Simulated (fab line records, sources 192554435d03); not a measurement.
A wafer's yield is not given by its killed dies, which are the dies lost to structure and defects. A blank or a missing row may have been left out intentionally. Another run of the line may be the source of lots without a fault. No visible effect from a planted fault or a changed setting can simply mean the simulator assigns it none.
What tool caused it? | flow n5 finfet | Sampling: 9 lots, 27 wafers, 5 of 1938 route steps

## WHAT EACH GAUGE READ, for each wafer
N5_BEOL_M4_RC_MEAS_101. Usual: DIBL_N 36.4 mV/V, standard deviation 1.7; DIBL_P 36.4 mV/V, standard deviation 2.1; IOFF_N 0.16 nA/um, standard deviation 0.035; IOFF_P 0.21 nA/um, standard deviation 0.035; ION_N 680 uA/um, standard deviation 11; ION_P 465 uA/um, standard deviation 6.8; SS_N 71.5 mV/dec, standard deviation 0.58; SS_P 73.2 mV/dec, standard deviation 0.72; VT_N 249 mV, standard deviation 3.6; VT_P -250 mV, standard deviation 3.1.
lot  | measured     | on        | DIBL_N (mV/V)  | DIBL_P (mV/V)  | IOFF_N (nA/um) | IOFF_P (nA/um) | ION_N (uA/um) | ION_P (uA/um) | SS_N (mV/dec)  | SS_P (mV/dec)  | VT_N (mV)   | VT_P (mV)      | flag
L930 | day 8 12:06  | prober-02 | 38.5 37.1 36.7 | 37.3 34.6 34.6 | 0.18 0.14 0.14 | 0.21 0.17 0.15 | 693 685 668   | 464 461 447   | 71.5 71.3 71.4 | 73.9 73.2 73.4 | 246 253 253 | -248 -254 -254 |
L931 | day 8 08:55  | prober-02 | 34.6 34.0 37.1 | 34.5 33.7 37.9 | 0.14 0.13 0.18 | 0.19 0.17 0.23 | 669 667 689   | 462 460 467   | 71.7 71.6 71.5 | 72.8 72.1 73.1 | 252 253 246 | -248 -253 -247 |
L939 | day 10 02:14 | prober-02 | 36.5 38.0 40.3 | 36.4 39.3 42.2 | 0.14 0.19 0.24 | 0.19 0.24 0.30 | 686 693 701   | 472 474 475   | 72.0 71.2 72.4 | 73.6 73.5 74.3 | 251 249 244 | -252 -249 -245 |
L940 | day 10 04:45 | prober-01 | 37.7 35.5 35.9 | 36.4 33.3 34.8 | 0.19 0.13 0.14 | 0.24 0.18 0.21 | 697 655 682   | 474 457 469   | 71.9 71.9 71.6 | 73.2 72.4 72.8 | 244 252 246 | -246 -252 -246 |
L941 | day 10 17:04 | prober-02 | 37.5 37.0 38.2 | 39.5 37.7 39.3 | 0.18 0.16 0.19 | 0.23 0.20 0.22 | 680 662 677   | 463 456 458   | 71.6 71.4 71.7 | 74.5 73.6 74.7 | 249 250 247 | -249 -251 -249 |
L942 | day 11 07:11 | prober-01 | 35.3 35.7 36.4 | 34.5 34.5 34.9 | 0.14 0.15 0.16 | 0.18 0.20 0.20 | 679 679 678   | 463 461 459   | 71.1 71.2 71.6 | 72.3 72.8 73.1 | 250 248 247 | -252 -249 -252 |
L944 | day 11 16:40 | prober-01 | 34.4 36.8 37.4 | 34.9 37.8 38.2 | 0.12 0.15 0.16 | 0.16 0.20 0.20 | 665 668 682   | 453 456 465   | 69.9 71.1 71.3 | 72.7 73.4 73.6 | 255 254 253 | -258 -252 -254 |
L950 | day 13 14:23 | prober-01 | 36.7 35.4 35.4 | 38.0 35.9 36.5 | 0.19 0.17 0.18 | 0.23 0.19 0.19 | 681 684 690   | 460 460 466   | 71.7 71.5 71.6 | 73.4 73.1 73.5 | 245 246 248 | -249 -253 -254 |
L953 | day 13 21:46 | prober-01 | 36.0 34.6 38.6 | 36.2 33.8 39.1 | 0.16 0.12 0.21 | 0.23 0.19 0.28 | 678 665 692   | 470 464 469   | 71.7 71.1 72.3 | 72.8 72.1 74.4 | 248 252 247 | -249 -251 -247 |

## WHICH TOOL RAN EACH LOT (tool, then ch and the chambers of the sampled wafers, then the start)
lot  | N5_BEOL_M0_CUTY_ETCH_63           | N5_BEOL_M0_ALD_136                  | N5_BEOL_M0_ANNEAL_133        | N5_BEOL_M0_CMP_120
L930 | rie diel-02 ch 0,1,3, day 5 16:34 | ald metal-04 ch 0,2,3, day 5 18:03  | pvd sputter-02, day 5 20:12  | cmp-01 ch 0,1,3, day 5 21:17
L931 | rie diel-01 ch 2,3, day 6 01:11   | ald metal-04 ch 0,3, day 6 05:44    | pvd sputter-02, day 6 07:55  | cmp-01 ch 0,3, day 6 08:34
L939 | rie diel-02 ch 0,1,3, day 7 22:35 | ald metal-03 ch 1,2,3, day 7 23:55  | pvd sputter-01, day 8 00:40  | cmp-02 ch 0,1,3, day 8 01:22
L940 | rie diel-04 ch 0,2, day 8 01:43   | ald metal-03 ch 0,1,3, day 8 03:38  | pvd sputter-03, day 8 04:51  | cmp-02 ch 0,1, day 8 05:38
L941 | rie diel-01 ch 2,3, day 8 10:03   | ald metal-04 ch 0,1,2, day 8 13:36  | pvd sputter-01, day 8 14:30  | cmp-02 ch 0,1,3, day 8 15:10
L942 | rie diel-01 ch 0,1,2, day 8 20:22 | ald metal-03 ch 0,2,3, day 9 01:10  | pvd sputter-03, day 9 02:05  | cmp-01 ch 0,1,3, day 9 02:44
L944 | rie diel-04 ch 2,3, day 9 08:19   | ald metal-03 ch 1,2, day 9 10:08    | pvd sputter-03, day 9 10:58  | cmp-01 ch 2,3, day 9 11:40
L950 | rie diel-02 ch 0,1, day 10 20:35  | ald metal-03 ch 1,3, day 11 02:20   | pvd sputter-03, day 11 03:01 | cmp-01 ch 1,3, day 11 03:42
L953 | rie diel-02 ch 0,1, day 11 12:52  | ald metal-03 ch 0,1,2, day 11 15:44 | pvd sputter-03, day 11 16:34 | cmp-02 ch 0,1,3, day 11 19:42
- N5_BEOL_M0_CUTY_ETCH_63: etches SOC in N2/H2, target depth 82.7 nm, overetch 16.5 nm, time 124 s.
- N5_BEOL_M0_ALD_136: deposits TaN, pulse time 2 s, purge time 3 s, co reactant purge time 2 s.
- N5_BEOL_M0_ANNEAL_133: time 60 s.
- N5_BEOL_M0_CMP_120: polishes, stops on SiOC, t overpolish 6.9 s.

## WHAT THE TOOLS THEMSELVES READ (means of the sampled wafers that have a number; where no wafer has one, the mark that the record gives instead)
N5_BEOL_M0_CUTY_ETCH_63. Usual: drypump motor current A 5.8 A, standard deviation 0.55; oes product au 0.64 a.u., standard deviation 0.049; rf vpp V 523.6 V, standard deviation 2.2; showerhead plenum p Torr 2.53 Torr, standard deviation 0.07; throttle valve pct 17.9 %, standard deviation 0.3.
lot  | tool        | drypump motor current A (A) | oes product au (a.u.) | rf vpp V (V) | showerhead plenum p Torr (Torr) | throttle valve pct (%) | flag
L930 | rie diel-02 | 5.8                         | 0.60                  | 524.4        | 2.58                            | 18.2                   |
L931 | rie diel-01 | 5.9                         | 0.68                  | 522.7        | 2.56                            | 17.5                   |
L939 | rie diel-02 | 5.7                         | 0.60                  | 524.1        | 2.57                            | 18.2                   |
L940 | rie diel-04 | 6.6                         | 0.63                  | 520.6        | 2.43                            | 17.9                   |
L941 | rie diel-01 | 5.9                         | 0.66                  | 523.7        | 2.55                            | 17.5                   |
L942 | rie diel-01 | 5.3                         | 0.67                  | 523.9        | 2.53                            | 17.6                   |
L944 | rie diel-04 | 5.9                         | 0.67                  | 521.2        | 2.46                            | 17.7                   |
L950 | rie diel-02 | 6.3                         | 0.64                  | 524.1        | 2.56                            | 18.1                   |
L953 | rie diel-02 | 5.9                         | 0.69                  | 525.4        | 2.58                            | 17.9                   |

N5_BEOL_M0_ALD_136. Usual: heater power w at 417 W, with a standard deviation of 56.
lot  | tool         | heater power w (W) | flag
L930 | ald metal-04 | 469                |
L931 | ald metal-04 | 439                |
L939 | ald metal-03 | 373                |
L940 | ald metal-03 | 380                |
L941 | ald metal-04 | 455                |
L942 | ald metal-03 | 362                |
L944 | ald metal-03 | 342                |
L950 | ald metal-03 | 390                |
L953 | ald metal-03 | 360                |

N5_BEOL_M0_ANNEAL_133. Usual: heater power w at 838 W, with a standard deviation of 73.
lot  | tool           | heater power w (W) | flag
L930 | pvd sputter-02 | 937                |
L931 | pvd sputter-02 | 812                |
L939 | pvd sputter-01 | 828                |
L940 | pvd sputter-03 | 752                |
L941 | pvd sputter-01 | 835                |
L942 | pvd sputter-03 | 805                |
L944 | pvd sputter-03 | 877                |
L950 | pvd sputter-03 | 885                |
L953 | pvd sputter-03 | 821                |

N5_BEOL_M0_CMP_120. Usual: barrier field endpoint s 3.62 s, standard deviation 0.12; clearing platen rpm 50.001 rpm, standard deviation 0.026; motor current A 6.1 A, standard deviation 0.66; overpolish run s 6.901 s, standard deviation 0.0083; time to endpoint s 63.0 s, standard deviation 2.8.
lot  | tool   | barrier field endpoint s (s) | clearing platen rpm (rpm) | motor current A (A) | overpolish run s (s) | time to endpoint s (s) | flag
L930 | cmp-01 | 3.61                         | 49.968                    | 6.0                 | 6.893                | 62.1                   |
L931 | cmp-01 | 3.56                         | 49.985                    | 5.8                 | 6.892                | 63.0                   |
L939 | cmp-02 | 3.70                         | 49.987                    | 6.2                 | 6.902                | 65.2                   |
L940 | cmp-02 | 3.71                         | 49.988                    | 6.8                 | 6.900                | 66.0                   |
L941 | cmp-02 | 3.74                         | 50.003                    | 6.1                 | 6.900                | 62.5                   |
L942 | cmp-01 | 3.53                         | 49.997                    | 6.0                 | 6.903                | 63.1                   |
L944 | cmp-01 | 3.65                         | 49.972                    | 5.8                 | 6.900                | 60.9                   |
L950 | cmp-01 | 3.58                         | 50.006                    | 5.9                 | 6.902                | 61.8                   |
L953 | cmp-02 | 3.62                         | 49.988                    | 6.0                 | 6.893                | 62.0                   |

## THE ANSWER, worked out from the rows above alone
Rule: a lot is off if the mean of its wafers that have a number lies more than 3 standard deviations from the usual mean. A lot without any number at a reading at which 4 lots or more have one is off too. The other lots that the step has rows for count as sound. After the gauges, taken in route order, come the tools' own readings; for these a lot's mean is taken, as printed above. The first step at which some lot is off is used, and at that step the reading that is off furthest; a lot without a number counts as furthest.
None of the lots is off at any reading shown; this tells nothing.

## WHAT HAD BEEN PUT IN BY THE SIMULATOR
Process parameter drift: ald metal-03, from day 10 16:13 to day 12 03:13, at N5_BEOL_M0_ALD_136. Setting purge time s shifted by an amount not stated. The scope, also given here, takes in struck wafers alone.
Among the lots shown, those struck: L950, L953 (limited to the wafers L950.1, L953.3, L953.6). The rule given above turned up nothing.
